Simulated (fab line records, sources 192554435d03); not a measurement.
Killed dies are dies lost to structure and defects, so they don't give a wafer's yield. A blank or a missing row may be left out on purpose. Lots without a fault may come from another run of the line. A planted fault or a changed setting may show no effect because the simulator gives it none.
fab line records | flow n5_finfet
record lots=7 wafers=39
route steps=1938 shown DUMMY_GATE@237 HKMG_FIN@435 GATE_CUT@500
start_h: hours from the record's first day to the start of the lot's first wafer shown | wait_h: hours since the lot's step before | " the same as in the row above | L1.1+2: a row that stands for several wafers | - no value, or no start given | * or withheld: withheld | < > ~ a bound
route shown NAME@n: a module of which the file shows steps, and the number in the route of the first | usual: mean/standard deviation of fault-free wafers | same: alike in all rows | chamber/n: place in a boat | sites: the reading at each site | _std_site: their standard deviation | _edge_site: outer sites' mean less inner sites' | radius_mm: how far each site lies from the wafer's centre | mask NAME#n: copy n | behind: the tool/chamber that last shaped the wafer | hold: why the lot was held/for how many hours/how that ended | device: the transistor (n, p or np) that didn't switch | end of line: the same wafers' tests at the end of the route | a step without rows: its recipe alone | killed: dies lost to structure and defects at the first sort, not the wafer's yield | map: a wafer's dies, x killed, . not, _ none there
set.NAME: the setting as run; set.NAME@STEP: as run at that earlier step | model.NAME: the simulator's own value behind a step, which no gauge read
lots whose settings were changed on purpose; a table a step, a row a wafer
## steps
# step N5_DUMMY_GATE_ETCH_37
# recipe chemistry=N2/H2 target=SOC target_depth_a=600 overetch_a=300 temp_c=40 ion_energy_ev=200 pressure_mtorr=30 source_w=840 bias_w=150 n2_flow_sccm=200 h2_flow_sccm=200
# usual rf_vpp_V=524.7/2.1
# columns lot.wafer tool chamber start_h wait_h set.source_w rf_vpp_V
L077.1 rie_diel-02 2 66.35 0.0 840 525.9
L077.2 " 3 " " 942.9 502.9
L077.3 " 0 " " 942.9 502.6
L077.4 " 1 " " 840 524.6
L077.5 " 2 " " 942.9 507.0
L077.6 " 3 " " 840 523.2
L082.1 rie_diel-02 1 99.96 0.0 987.5 496.1
L082.2 " 0 " " 987.5 495.1
L082.3 " 3 " " 840 522.3
L082.4 " 2 " " 987.5 499.8
L082.5 " 0 " " 840 522.5
L082.6 " 3 " " 840 524.1
L085.1 rie_diel-02 2 115.17 0.0 753.3 546.6
L085.2 " 3 " " 840 524.1
L085.3 " 0 " " 840 521.7
L085.4 " 1 " " 840 524.3
L085.5 " 2 " " 753.3 545.8
L085.6 " 3 " " 753.3 542.1
L086.1 rie_diel-04 0 119.38 0.0 763.3 542.6
L086.2 " 2 " " 840 527.4
L086.3 " 3 " " 840 526.3
L086.4 " 1 " " 840 523.0
L086.5 " 3 " " 763.3 543.2
L086.6 " 2 " " 763.3 544.8
L089.3 rie_diel-04 0 136.82 0.0 840 526.3
L089.4 " 3 " " 840 526.8
L089.6 " 2 " " 840 526.8
L090.1 rie_diel-04 2 143.13 0.0 933 511.3
L090.2 " 1 " " 933 504.3
L090.3 " 3 " " 840 526.8
L090.4 " 0 " " 933 508.2
L090.5 " 3 " " 840 526.7
L090.6 " 0 " " 840 526.3
L091.1 rie_diel-02 3 148.21 0.0 840 523.5
L091.2 " 2 " " 840 527.3
L091.3 " 0 " " 840 521.6
L091.4 " 1 " " 840 523.6
L091.5 " 1 " " 840 523.8
L091.6 " 0 " " 840 521.0
# step N5_HKMG_FIN_ETCH_32
# recipe chemistry=N2/H2 target=SOC target_depth_a=2400 temp_c=40 time_s=300 ion_energy_ev=200 mask_material=SiARC pressure_mtorr=30 source_w=840 bias_w=150 n2_flow_sccm=200 h2_flow_sccm=200
# usual rf_vpp_V=524.2/2.5
# columns lot.wafer tool chamber start_h wait_h set.bias_w rf_vpp_V
L077.1 rie_diel-06 2 95.53 0.0 150 524.7
L077.2 " 1 " " 150 522.2
L077.3 " 0 " " 173.2 571.7
L077.4 " 3 " " 150 527.2
L077.5 " 1 " " 173.2 573.6
L077.6 " 0 " " 173.2 569.2
L082.1 rie_diel-06 3 129.54 0.0 168.2 565.8
L082.2 " 0 " " 168.2 560.6
L082.3 " 2 " " 150 521.6
L082.4 " 0 " " 150 519.7
L082.5 " 3 " " 168.2 566.9
L082.6 " 2 " " 150 521.7
L085.1 rie_diel-01 1 143.96 0.0 171.1 564.9
L085.2 " 0 " " 150 526.8
L085.3 " 3 " " 171.1 573.2
L085.4 " 2 " " 150 525.5
L085.5 " 1 " " 150 520.1
L085.6 " 2 " " 171.1 570.5
L086.1 rie_diel-05 0 148.25 0.0 175.8 578.4
L086.2 " 3 " " 175.8 577.6
L086.3 " 2 " " 175.8 581.5
L086.4 " 1 " " 150 528.5
L086.5 " 1 " " 150 526.9
L086.6 " 2 " " 150 527.1
L089.3 rie_diel-06 0 165.83 0.0 150 520.0
L089.4 " 1 " " 150 522.3
L089.6 " 0 " " 150 521.0
L090.1 rie_diel-05 0 172.16 0.0 150 524.1
L090.2 " 3 " " 150 522.5
L090.3 " 2 " " 133.9 489.3
L090.4 " 1 " " 133.9 490.0
L090.5 " 3 " " 150 523.0
L090.6 " 2 " " 133.9 490.6
L091.1 rie_diel-05 2 175.43 0.0 172.7 575.1
L091.2 " 0 " " 172.7 572.4
L091.3 " 3 " " 150 521.0
L091.4 " 1 " " 150 526.9
L091.5 " 3 " " 150 522.3
L091.6 " 2 " " 172.7 573.7
# step N5_GATE_CUT_CUT_ETCH_53
# recipe chemistry=SF6/Cl2 target=W mask_material=SiO2 target_depth_a=792 pressure_mtorr=8 icp_w=900 bias_w=80 SF6_flow_sccm=40 Cl2_flow_sccm=60 ends=cleared
# usual etch_rf_on_time_s=26.1/1.2
# columns lot.wafer tool chamber start_h wait_h set.icp_w etch_rf_on_time_s
L077.1 rie_metal-02 0 104.39 0.1 900 25.1
L077.2 " 1 " " 990.4 23.0
L077.3 " 0 " " 900 25.2
L077.4 " 1 " " 990.4 23.2
L077.5 " 0 " " 990.4 23.2
L077.6 " 1 " " 900 25.1
L082.1 rie_metal-02 1 138.79 0.1 854 26.7
L082.2 " 1 " " 900 25.2
L082.3 " 1 " " 854 26.5
L082.4 " 1 " " 854 26.6
L082.5 " 1 " " 900 25.4
L082.6 " 1 " " 900 25.4
L085.1 rie_metal-03 1 152.55 0.1 900 26.9
L085.2 " 0 " " 900 25.1
L085.3 " 0 " " 1016 22.5
L085.4 " 1 " " 1016 24.1
L085.5 " 1 " " 1016 23.9
L085.6 " 0 " " 900 25.1
L086.1 rie_metal-02 0 157.48 0.1 900 24.8
L086.2 " 1 " " 900 25.3
L086.3 " 0 " " 900 24.6
L086.4 " 1 " " 900 25.2
L086.5 " 1 " " 900 25.0
L086.6 " 0 " " 900 24.6
L089.3 rie_metal-03 0 174.46 0.1 900 24.8
L089.4 " 1 " " 900 27.0
L089.6 " 1 " " 900 27.0
L090.1 rie_metal-01 0 181.10 0.1 1060 22.9
L090.2 " 1 " " 900 28.1
L090.3 " 0 " " 900 26.5
L090.4 " 1 " " 1060 24.3
L090.5 " 0 " " 900 26.5
L090.6 " 1 " " 1060 24.3
L091.1 rie_metal-03 1 184.04 0.1 900 26.9
L091.2 " 0 " " 760.1 28.7
L091.3 " 1 " " 760.1 31.0
L091.4 " 0 " " 760.1 28.5
L091.5 " 0 " " 900 24.8
L091.6 " 1 " " 900 26.8
## key
split step=N5_DUMMY_GATE_ETCH_37 setting=source_w stated=840 by=wafer
response step=N5_DUMMY_GATE_ETCH_37 reading=rf_vpp_V change=-1.68 per=1% r=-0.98
split step=N5_HKMG_FIN_ETCH_32 setting=bias_w stated=150 by=wafer
response step=N5_HKMG_FIN_ETCH_32 reading=rf_vpp_V change=+3.18 per=1% r=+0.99
split step=N5_GATE_CUT_CUT_ETCH_53 setting=icp_w stated=900 by=wafer
response step=N5_GATE_CUT_CUT_ETCH_53 reading=etch_rf_on_time_s change=* per=1% r=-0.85
